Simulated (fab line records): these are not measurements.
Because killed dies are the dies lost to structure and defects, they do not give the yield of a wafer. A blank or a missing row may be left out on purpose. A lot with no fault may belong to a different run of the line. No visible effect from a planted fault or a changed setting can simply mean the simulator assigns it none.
Lot-split experiment :: flow n5_finfet :: 21 wafers read across 7 lots, on a route 1938 steps long

## ON THE SPLIT
At N5_GATE_CUT_COAT_34 (time 60 s, resist thk 60 nm), the setting spin_rpm was moved away from the recipe's 1500 rpm on 10 of the 21 wafers read, by -6.7% to +9.1%. All remaining wafers had this setting at the recipe value.

The split's own step is where the reading is taken.

## THE READING
SOC_of_GATE_CUT_COAT_34.thk_nm (the simulator's own value, which no gauge read), in nm, at N5_GATE_CUT_COAT_34 (time 60 s, resist thk 60 nm). There is no usual value for it anywhere in the file. Here, 11 wafers ran the recipe; their average is 60.0 nm with a standard deviation of 0.13 nm.

wafer: L075.2
tool, chamber at the split: litho_track-05, 0
spin_rpm as run, rpm: 1500
against the recipe: recipe
SOC_of_GATE_CUT_COAT_34.thk_nm, nm: 60
against lot-mates on the recipe: -

wafer: L075.5
tool, chamber at the split: litho_track-05, 0
spin_rpm as run, rpm: 1500
against the recipe: recipe
SOC_of_GATE_CUT_COAT_34.thk_nm, nm: 59.8
against lot-mates on the recipe: -

wafer: L075.6
tool, chamber at the split: litho_track-05, 0
spin_rpm as run, rpm: 1500
against the recipe: recipe
SOC_of_GATE_CUT_COAT_34.thk_nm, nm: 59.8
against lot-mates on the recipe: -

wafer: L076.4
tool, chamber at the split: litho_track-04, 0
spin_rpm as run, rpm: 1636
against the recipe: +9.1%
SOC_of_GATE_CUT_COAT_34.thk_nm, nm: 57.4
against lot-mates on the recipe: -2.6

wafer: L076.6
tool, chamber at the split: litho_track-04, 0
spin_rpm as run, rpm: 1636
against the recipe: +9.1%
SOC_of_GATE_CUT_COAT_34.thk_nm, nm: 57.4
against lot-mates on the recipe: -2.6

wafer: L076.5
tool, chamber at the split: litho_track-04, 0
spin_rpm as run, rpm: 1500
against the recipe: recipe
SOC_of_GATE_CUT_COAT_34.thk_nm, nm: 60
against lot-mates on the recipe: -

wafer: L081.2
tool, chamber at the split: litho_track-03, 0
spin_rpm as run, rpm: 1500
against the recipe: recipe
SOC_of_GATE_CUT_COAT_34.thk_nm, nm: 60.2
against lot-mates on the recipe: -

wafer: L081.3
tool, chamber at the split: litho_track-03, 0
spin_rpm as run, rpm: 1500
against the recipe: recipe
SOC_of_GATE_CUT_COAT_34.thk_nm, nm: 60.2
against lot-mates on the recipe: -

wafer: L081.4
tool, chamber at the split: litho_track-03, 0
spin_rpm as run, rpm: 1500
against the recipe: recipe
SOC_of_GATE_CUT_COAT_34.thk_nm, nm: 60
against lot-mates on the recipe: -

wafer: L082.1
tool, chamber at the split: litho_track-04, 0
spin_rpm as run, rpm: 1399
against the recipe: -6.7%
SOC_of_GATE_CUT_COAT_34.thk_nm, nm: 62
against lot-mates on the recipe: no lot-mate on the recipe

wafer: L082.3
tool, chamber at the split: litho_track-04, 0
spin_rpm as run, rpm: 1399
against the recipe: -6.7%
SOC_of_GATE_CUT_COAT_34.thk_nm, nm: 61.6
against lot-mates on the recipe: no lot-mate on the recipe

wafer: L082.5
tool, chamber at the split: litho_track-04, 0
spin_rpm as run, rpm: 1399
against the recipe: -6.7%
SOC_of_GATE_CUT_COAT_34.thk_nm, nm: 61.8
against lot-mates on the recipe: no lot-mate on the recipe

wafer: L083.4
tool, chamber at the split: litho_track-05, 0
spin_rpm as run, rpm: 1500
against the recipe: recipe
SOC_of_GATE_CUT_COAT_34.thk_nm, nm: 59.8
against lot-mates on the recipe: -

wafer: L083.5
tool, chamber at the split: litho_track-05, 0
spin_rpm as run, rpm: 1405
against the recipe: -6.3%
SOC_of_GATE_CUT_COAT_34.thk_nm, nm: 61.8
against lot-mates on the recipe: +1.9

wafer: L083.6
tool, chamber at the split: litho_track-05, 0
spin_rpm as run, rpm: 1500
against the recipe: recipe
SOC_of_GATE_CUT_COAT_34.thk_nm, nm: 60
against lot-mates on the recipe: -

wafer: L096.2
tool, chamber at the split: litho_track-04, 0
spin_rpm as run, rpm: 1625
against the recipe: +8.3%
SOC_of_GATE_CUT_COAT_34.thk_nm, nm: 57.6
against lot-mates on the recipe: -2.4

wafer: L096.3
tool, chamber at the split: litho_track-04, 0
spin_rpm as run, rpm: 1625
against the recipe: +8.3%
SOC_of_GATE_CUT_COAT_34.thk_nm, nm: 57.6
against lot-mates on the recipe: -2.4

wafer: L096.4
tool, chamber at the split: litho_track-04, 0
spin_rpm as run, rpm: 1500
against the recipe: recipe
SOC_of_GATE_CUT_COAT_34.thk_nm, nm: 60
against lot-mates on the recipe: -

wafer: L097.2
tool, chamber at the split: litho_track-03, 0
spin_rpm as run, rpm: 1563
against the recipe: +4.2%
SOC_of_GATE_CUT_COAT_34.thk_nm, nm: 59
against lot-mates on the recipe: -1.0

wafer: L097.3
tool, chamber at the split: litho_track-03, 0
spin_rpm as run, rpm: 1500
against the recipe: recipe
SOC_of_GATE_CUT_COAT_34.thk_nm, nm: 60
against lot-mates on the recipe: -

wafer: L097.5
tool, chamber at the split: litho_track-03, 0
spin_rpm as run, rpm: 1563
against the recipe: +4.2%
SOC_of_GATE_CUT_COAT_34.thk_nm, nm: 58.8
against lot-mates on the recipe: -1.2

THE FIT
A straight line over all 21 wafers: SOC_of_GATE_CUT_COAT_34.thk_nm changes by -0.279 nm for each +1% of spin_rpm; r = -1.00; the points scatter about the line by 0.13 nm.
The same after taking each lot's own level away (the mean of its wafers on the recipe; 18 wafers): -0.288 nm for each +1%; r = -1.00; scatter 0.086 nm.
That fit puts the effect of the largest move of spin_rpm on the reading at 2.6 nm.
The lots' own levels span 59.87 to 60.13 nm, that is 2.0 times the standard deviation above.
So the lot-to-lot level changes the slope little: the two slopes agree.
Check: with one of the wafers moved furthest among these (+9.1%) left out of the fit, the line predicts -2.59 nm for it against its lot-mates. Against them it came out at -2.6 nm.

## THE OTHER SPLITS THESE WAFERS WENT THROUGH
These wafers also went through other splits before the reading. Each is held against what the fit with the lots' levels taken away leaves over:
other split on the same wafers: N5_SD_EPI_N_EXPOSE_06 dose_mj
wafers away from the commonest value: 6
r with SOC_of_GATE_CUT_COAT_34.thk_nm (lot level and that fit taken away): +0.17

other split on the same wafers: N5_SD_EPI_P_EPI_21 time_s
wafers away from the commonest value: 6
r with SOC_of_GATE_CUT_COAT_34.thk_nm (lot level and that fit taken away): +0.30

other split on the same wafers: N5_SD_ACTIVATION_LSA_01 temp_c
wafers away from the commonest value: 4
r with SOC_of_GATE_CUT_COAT_34.thk_nm (lot level and that fit taken away): +0.17

other split on the same wafers: N5_HKMG_FIN_COAT_29 spin_rpm
wafers away from the commonest value: 6
r with SOC_of_GATE_CUT_COAT_34.thk_nm (lot level and that fit taken away): +0.01

## FILE'S OWN FIT
SOC_of_GATE_CUT_COAT_34.thk_nm changes by -0.288 nm for each +1% of spin_rpm, r = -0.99.
